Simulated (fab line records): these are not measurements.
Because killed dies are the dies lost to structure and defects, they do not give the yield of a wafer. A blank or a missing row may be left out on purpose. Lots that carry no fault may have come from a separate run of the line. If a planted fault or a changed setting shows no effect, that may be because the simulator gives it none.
What tool caused it? -- flow n5_finfet -- Sampling: 19 lots, 57 wafers, 6 of 1938 route steps

== WHAT EACH GAUGE READ, for each wafer ==
The record holds no reading of a measuring or inspecting step that can be judged against a usual standard deviation.

== EACH LOT AND THE TOOL THAT RAN IT (in order: tool; ch and the chambers of the sampled wafers; start) ==
lot,N5_BEOL_M4_ETCH_77,N5_BEOL_M4_ETCHBACK_99,N5_BEOL_M4_ETCH_41,N5_BEOL_M4_ANNEAL_91,N5_BEOL_M4_CMP_52,N5_BEOL_M5_ETCH_61
L074,"rie_diel-06 ch 1,2,3, day 7 10:32","rie_diel-06 ch 0,1, day 7 12:53","rie_diel-06 ch 0,1, day 7 15:57 or earlier","pvd_sputter-02, day 7 15:57","cmp-03 ch 1,2, day 7 17:01","rie_diel-02 ch 0,1,3, day 7 20:16"
L075,"rie_diel-06 ch 1,2, day 7 23:07","rie_diel-01 ch 0,3, day 8 00:07","rie_diel-01 ch 0,3, day 8 03:13 or earlier","pvd_sputter-01, day 8 03:13","cmp-03 ch 0,2, day 8 04:19","rie_diel-02 ch 0,1,2, day 8 08:21"
L076,"rie_diel-06 ch 0,1,3, day 8 18:44","rie_diel-01 ch 1,2, day 8 19:48","rie_diel-01 ch 1,2, day 8 22:35 or earlier","pvd_sputter-03, day 8 22:35","cmp-04 ch 1,3, day 8 23:43","rie_diel-03 ch 1,2,3, day 9 02:59"
L077,"rie_diel-06 ch 0,1,3, day 8 21:50","rie_diel-06 ch 0,1,3, day 9 00:29","rie_diel-06 ch 0,1,3, day 9 03:07 or earlier","pvd_sputter-01, day 9 03:07","cmp-04 ch 0,1,2, day 9 04:12","rie_diel-02 ch 0,1,3, day 9 08:35"
L080,"rie_diel-05 ch 0,1,3, day 8 22:10","rie_diel-01 ch 1,2,3, day 9 00:35","rie_diel-01 ch 1,2,3, day 9 03:41 or earlier","pvd_sputter-02, day 9 03:41","cmp-02 ch 0,1,3, day 9 04:47","rie_diel-02 ch 0,2,3, day 9 08:52"
L078,"rie_diel-01 ch 0,2, day 8 23:09","rie_diel-05 ch 0,1,2, day 9 07:50","rie_diel-05 ch 0,1,2, day 9 10:44 or earlier","pvd_sputter-02, day 9 10:44","cmp-03 ch 1,3, day 9 11:48","rie_diel-03 ch 1,2,3, day 9 16:41"
L079,"rie_diel-05 ch 0,2,3, day 9 04:38","rie_diel-01 ch 1,2, day 9 09:22","rie_diel-01 ch 1,2, day 9 12:50 or earlier","pvd_sputter-02, day 9 12:50","cmp-04 ch 0,3, day 9 13:55","rie_diel-02 ch 0,1,2, day 9 17:09"
L083,"rie_diel-05 ch 0,1,2, day 9 10:07","rie_diel-05 ch 0,1, day 9 20:23","rie_diel-05 ch 0,1, day 10 01:12 or earlier","pvd_sputter-02, day 10 01:12","cmp-03 ch 1,2, day 10 03:36","rie_diel-03 ch 1,2, day 10 08:58"
L082,"rie_diel-01 ch 0,3, day 9 10:16","rie_diel-06 ch 2,3, day 10 01:03","rie_diel-06 ch 2,3, day 10 04:51 or earlier","pvd_sputter-01, day 10 04:51","cmp-02 ch 0,1,2, day 10 05:58","rie_diel-02 ch 0,3, day 10 09:40"
L085,"rie_diel-06 ch 0,3, day 10 10:07","rie_diel-06 ch 0,2,3, day 10 11:33","rie_diel-06 ch 0,2,3, day 10 14:23 or earlier","pvd_sputter-01, day 10 14:23","cmp-04 ch 2,3, day 10 15:27","rie_diel-04 ch 1,2,3, day 10 18:51"
L086,"rie_diel-05 ch 0,1,2, day 11 02:14","rie_diel-06 ch 0,2, day 11 05:23","rie_diel-06 ch 0,2, day 11 08:15 or earlier","pvd_sputter-03, day 11 08:15","cmp-02 ch 2,3, day 11 09:26","rie_diel-04 ch 1,2, day 11 14:11"
L087,"rie_diel-05 ch 1,3, day 11 02:25","rie_diel-01 ch 0,1,3, day 11 05:55","rie_diel-01 ch 0,1,3, day 11 08:37 or earlier","pvd_sputter-02, day 11 08:37","cmp-03 ch 0,1,2, day 11 09:44","rie_diel-02 ch 1,3, day 11 14:38"
L088,"rie_diel-05 ch 0,2,3, day 11 03:41","rie_diel-01 ch 0,3, day 11 10:05","rie_diel-01 ch 0,3, day 11 12:44 or earlier","pvd_sputter-01, day 11 12:44","cmp-03 ch 0,1,2, day 11 13:52","rie_diel-04 ch 0,3, day 11 17:12"
L091,"rie_diel-01 ch 0,1,3, day 11 15:44","rie_diel-06 ch 1,2, day 11 16:15","rie_diel-06 ch 1,2, day 11 19:16 or earlier","pvd_sputter-02, day 11 19:16","cmp-02 ch 0,2,3, day 11 20:27","rie_diel-02 ch 0,1, day 11 23:37"
L092,"rie_diel-06 ch 0,1,3, day 12 00:36","rie_diel-01 ch 1,2, day 12 06:41","rie_diel-01 ch 1,2, day 12 10:43 or earlier","pvd_sputter-02, day 12 10:43","cmp-04 ch 1,2,3, day 12 11:47","rie_diel-04 ch 0,1,3, day 12 15:13"
L093,"rie_diel-05 ch 0,1,2, day 12 17:31","rie_diel-06 ch 0,2,3, day 12 19:22","rie_diel-06 ch 0,2,3, day 12 22:43 or earlier","pvd_sputter-02, day 12 22:43","cmp-04 ch 0,1,2, day 12 23:47","rie_diel-02 ch 0,1,3, day 13 03:55"
L095,"rie_diel-06 ch 0,2,3, day 12 22:24","rie_diel-05 ch 0,1,3, day 12 23:19","rie_diel-05 ch 0,1,3, day 13 01:55 or earlier","pvd_sputter-02, day 13 01:55","cmp-04 ch 1,3, day 13 03:01","rie_diel-03 ch 1,2,3, day 13 07:02"
L096,"rie_diel-05 ch 0,1,2, day 13 10:55","rie_diel-01 ch 1,2,3, day 13 16:37","rie_diel-01 ch 1,2,3, day 13 19:56 or earlier","pvd_sputter-02, day 13 19:56","cmp-02 ch 1,2, day 13 21:02","rie_diel-03 ch 0,1,3, day 14 02:47"
L097,"rie_diel-05 ch 0,1,2, day 13 12:45","rie_diel-01 ch 1,2,3, day 13 22:25","rie_diel-01 ch 1,2,3, day 14 02:35 or earlier","pvd_sputter-03, day 14 02:35","cmp-04 ch 1,2,3, day 14 03:44","rie_diel-02 ch 1,2,3, day 14 08:07"
- N5_BEOL_M4_ETCH_77: etches underlayer in N2/H2, target depth 6.5 nm, time 5.2 s.
- N5_BEOL_M4_ETCHBACK_99: etches SiO2 in CHF3, target depth 5 nm, time 10.4 s.
- N5_BEOL_M4_ETCH_41: etches SiCN in CH3F/O2, target depth 29.9 nm, time 52.5 s.
- N5_BEOL_M4_ANNEAL_91: time 240 s.
- N5_BEOL_M4_CMP_52: polishes, stops on SiOC, t overpolish 6.8 s, target thk 40 nm.
- N5_BEOL_M5_ETCH_61: etches SiARC in CF4, target depth 15.6 nm, time 26 s.

== AS READ BY THE TOOLS THEMSELVES (means over the sampled wafers that have a number; for cases with no such wafer, the mark the record gives instead) ==
N5_BEOL_M4_ETCH_77.
lot,tool,drypump_motor_current_A (A),etch_rf_on_time_s (s),oes_product_au (a.u.),rf_fwd_power_W (W),rf_vpp_V (V),showerhead_plenum_p_Torr (Torr),throttle_valve_pct (%)
L074,rie_diel-06,5.7,5.15,0.63,816.3,524,2.53,17.96
L075,rie_diel-06,5.7,5.14,0.61,821.3,523,2.48,18.21
L076,rie_diel-06,5.8,5.21,0.65,821.1,525,2.60,18.00
L077,rie_diel-06,5.8,5.26,0.64,819.0,525,2.60,17.99
L080,rie_diel-05,5.7,5.17,0.69,818.5,522,2.53,18.01
L078,rie_diel-01,6.1,5.21,0.61,821.1,524,2.60,17.71
L079,rie_diel-05,5.3,5.24,0.61,820.1,521,2.42,17.99
L083,rie_diel-05,5.8,5.18,0.68,819.1,521,2.49,18.06
L082,rie_diel-01,5.4,5.27,0.65,817.1,524,2.56,17.74
L085,rie_diel-06,5.8,5.34,0.65,822.7,527,2.63,17.79
L086,rie_diel-05,5.8,5.22,0.75,821.2,525,2.59,17.92
L087,rie_diel-05,6.1,5.16,0.72,819.8,525,2.65,17.96
L088,rie_diel-05,5.3,5.20,0.67,819.8,524,2.51,17.85
L091,rie_diel-01,5.6,5.30,0.61,819.8,524,2.53,17.96
L092,rie_diel-06,5.8,5.19,0.70,818.9,526,2.59,17.87
L093,rie_diel-05,5.8,5.16,0.72,820.1,524,2.59,17.94
L095,rie_diel-06,5.8,5.29,0.61,819.5,525,2.55,17.92
L096,rie_diel-05,5.8,5.15,0.71,821.1,524,2.59,17.95
L097,rie_diel-05,5.8,5.14,0.71,817.7,525,2.59,17.96

N5_BEOL_M4_ETCHBACK_99.
lot,tool,drypump_motor_current_A (A),oes_product_au (a.u.),rf_fwd_power_W (W),rf_vpp_V (V),showerhead_plenum_p_Torr (Torr),throttle_valve_pct (%)
L074,rie_diel-06,6.0,0.74,211.9,240,2.21,17.17
L075,rie_diel-01,5.4,0.77,212.3,240,2.17,16.94
L076,rie_diel-01,6.3,0.68,213.5,240,2.18,17.15
L077,rie_diel-06,5.8,0.74,212.7,242,2.20,17.23
L080,rie_diel-01,5.9,0.70,212.2,239,2.15,17.17
L078,rie_diel-05,5.8,0.79,213.2,240,2.11,17.23
L079,rie_diel-01,6.3,0.68,212.8,238,2.18,17.17
L083,rie_diel-05,6.2,0.88,213.3,238,2.20,17.22
L082,rie_diel-06,5.7,0.75,213.5,244,2.17,17.14
L085,rie_diel-06,5.8,0.74,212.3,242,2.16,17.12
L086,rie_diel-06,5.8,0.72,210.6,239,2.16,17.10
L087,rie_diel-01,5.6,0.72,212.9,238,2.14,17.14
L088,rie_diel-01,5.3,0.72,212.6,241,2.14,17.09
L091,rie_diel-06,5.6,0.76,211.9,241,2.06,17.08
L092,rie_diel-01,6.3,0.87,213.3,239,2.17,16.89
L093,rie_diel-06,5.8,0.72,212.5,242,2.16,17.15
L095,rie_diel-05,5.7,0.77,213.4,238,2.13,17.28
L096,rie_diel-01,5.9,0.85,212.8,239,2.14,16.93
L097,rie_diel-01,5.9,0.84,213.3,238,2.14,16.93

N5_BEOL_M4_ETCH_41.
lot,tool,drypump_motor_current_A (A),oes_product_au (a.u.),rf_fwd_power_W (W),rf_vpp_V (V),showerhead_plenum_p_Torr (Torr),throttle_valve_pct (%)
L074,rie_diel-06,5.9,0.75,390.0,298.8,2.05,16.43
L075,rie_diel-01,5.4,0.77,390.2,297.1,2.01,16.17
L076,rie_diel-01,6.3,0.69,392.7,297.6,2.03,16.41
L077,rie_diel-06,5.8,0.75,390.5,298.7,2.05,16.48
L080,rie_diel-01,5.9,0.69,392.3,296.3,2.00,16.43
L078,rie_diel-05,5.8,0.79,392.6,296.2,1.96,16.47
L079,rie_diel-01,6.3,0.68,391.7,297.8,2.02,16.43
L083,rie_diel-05,6.2,0.87,391.6,298.1,2.04,16.44
L082,rie_diel-06,5.7,0.75,392.3,298.5,2.02,16.39
L085,rie_diel-06,5.8,0.73,390.2,297.3,2.01,16.38
L086,rie_diel-06,5.8,0.72,389.3,298.0,2.01,16.38
L087,rie_diel-01,5.6,0.72,392.2,296.5,1.99,16.38
L088,rie_diel-01,5.3,0.73,393.3,297.2,1.98,16.34
L091,rie_diel-06,5.6,0.77,390.5,295.4,1.91,16.33
L092,rie_diel-01,6.3,0.87,391.7,297.1,2.02,16.14
L093,rie_diel-06,5.8,0.72,391.5,297.3,2.01,16.43
L095,rie_diel-05,5.7,0.76,391.2,296.4,1.98,16.53
L096,rie_diel-01,5.9,0.84,391.3,297.4,1.99,16.18
L097,rie_diel-01,5.9,0.85,393.4,297.1,1.99,16.19

N5_BEOL_M4_ANNEAL_91.
lot,tool,heater_power_w (W)
L074,pvd_sputter-02,796
L075,pvd_sputter-01,810
L076,pvd_sputter-03,760
L077,pvd_sputter-01,785
L080,pvd_sputter-02,806
L078,pvd_sputter-02,869
L079,pvd_sputter-02,802
L083,pvd_sputter-02,816
L082,pvd_sputter-01,800
L085,pvd_sputter-01,770
L086,pvd_sputter-03,806
L087,pvd_sputter-02,765
L088,pvd_sputter-01,798
L091,pvd_sputter-02,822
L092,pvd_sputter-02,803
L093,pvd_sputter-02,818
L095,pvd_sputter-02,752
L096,pvd_sputter-02,864
L097,pvd_sputter-03,795

N5_BEOL_M4_CMP_52.
lot,tool,barrier_field_endpoint_s (s),clearing_platen_rpm (rpm),motor_current_A (A),overpolish_run_s (s),time_to_endpoint_s (s)
L074,cmp-03,24.3,50.011,6.4,6.796,61
L075,cmp-03,24.2,50.014,6.9,6.799,59
L076,cmp-04,24.6,49.981,6.1,6.803,66
L077,cmp-04,24.8,50.013,6.3,6.794,65
L080,cmp-02,24.1,49.995,6.3,6.800,63
L078,cmp-03,24.5,50.022,6.2,6.802,61
L079,cmp-04,26.0,49.998,5.0,6.795,72
L083,cmp-03,24.3,50.012,6.1,6.800,59
L082,cmp-02,24.8,49.987,6.6,6.797,61
L085,cmp-04,24.8,49.964,6.3,6.804,65
L086,cmp-02,25.2,49.994,6.1,6.808,65
L087,cmp-03,24.1,49.984,6.4,6.799,59
L088,cmp-03,24.1,50.024,6.5,6.798,60
L091,cmp-02,26.0,50.001,6.5,6.796,67
L092,cmp-04,25.9,49.998,6.1,6.800,66
L093,cmp-04,24.8,50.012,6.2,6.796,67
L095,cmp-04,24.4,50.003,5.5,6.797,64
L096,cmp-02,24.8,49.993,6.4,6.792,61
L097,cmp-04,25.2,50.014,6.2,6.797,67

N5_BEOL_M5_ETCH_61.
lot,tool,drypump_motor_current_A (A),etch_rf_on_time_s (s),oes_product_au (a.u.),rf_fwd_power_W (W),rf_vpp_V (V),showerhead_plenum_p_Torr (Torr),throttle_valve_pct (%)
L074,rie_diel-02,5.7,25.8,0.70,532.5,184.7,2.18,15.5
L075,rie_diel-02,5.7,25.6,0.70,533.0,185.0,2.16,15.4
L076,rie_diel-03,5.6,26.6,0.68,533.5,184.3,2.16,15.6
L077,rie_diel-02,5.7,25.6,0.70,533.0,183.7,2.18,15.5
L080,rie_diel-02,6.1,26.0,0.70,531.5,183.8,2.19,15.5
L078,rie_diel-03,5.5,26.5,0.68,531.6,183.3,2.16,15.6
L079,rie_diel-02,5.7,25.8,0.69,533.1,183.8,2.15,15.4
L083,rie_diel-03,5.3,26.7,0.66,532.8,184.3,2.11,15.8
L082,rie_diel-02,5.6,25.9,0.65,530.5,183.8,2.16,15.8
L085,rie_diel-04,5.9,25.9,0.69,532.7,183.9,2.20,15.5
L086,rie_diel-04,6.1,26.4,0.61,533.4,185.0,2.21,15.6
L087,rie_diel-02,6.2,25.6,0.74,529.0,185.7,2.23,15.4
L088,rie_diel-04,5.6,26.0,0.67,531.8,184.5,2.14,15.7
L091,rie_diel-02,5.3,26.0,0.66,532.6,184.3,2.14,15.5
L092,rie_diel-04,5.9,25.5,0.68,531.5,184.2,2.17,15.5
L093,rie_diel-02,5.7,25.7,0.67,530.7,184.5,2.17,15.6
L095,rie_diel-03,5.5,26.5,0.66,534.1,184.7,2.15,15.7
L096,rie_diel-03,5.8,26.2,0.65,534.5,184.7,2.14,15.7
L097,rie_diel-02,6.2,25.9,0.70,533.1,184.3,2.19,15.3

== THE ANSWER, worked out from the rows above alone ==
Rule: the usual values come from the lots themselves. The widest of any qualifying gaps counts: lots, ordered by their means at a reading, are off when they make up no more than a third of the lots, leave a main group of 4 or more, and stand apart from it by 3 or more times the standard deviation of that group's means. Not used: any main group whose means are identical at the precision the tables above print for the reading. Also off: a lot with no number at a reading for which 4 or more lots have one. Where the step has rows for the other lots, those lots are counted as sound. Order of review: gauges by route order, followed by the tools' own readings, for which a lot's mean as printed above is used. At the first step where some lot is off, the reading lying furthest off is the one used; lots without a number count as furthest.
No lot is off at any reading shown: from this, nothing can be told.

== WHAT THE SIMULATOR HAD PUT IN ==
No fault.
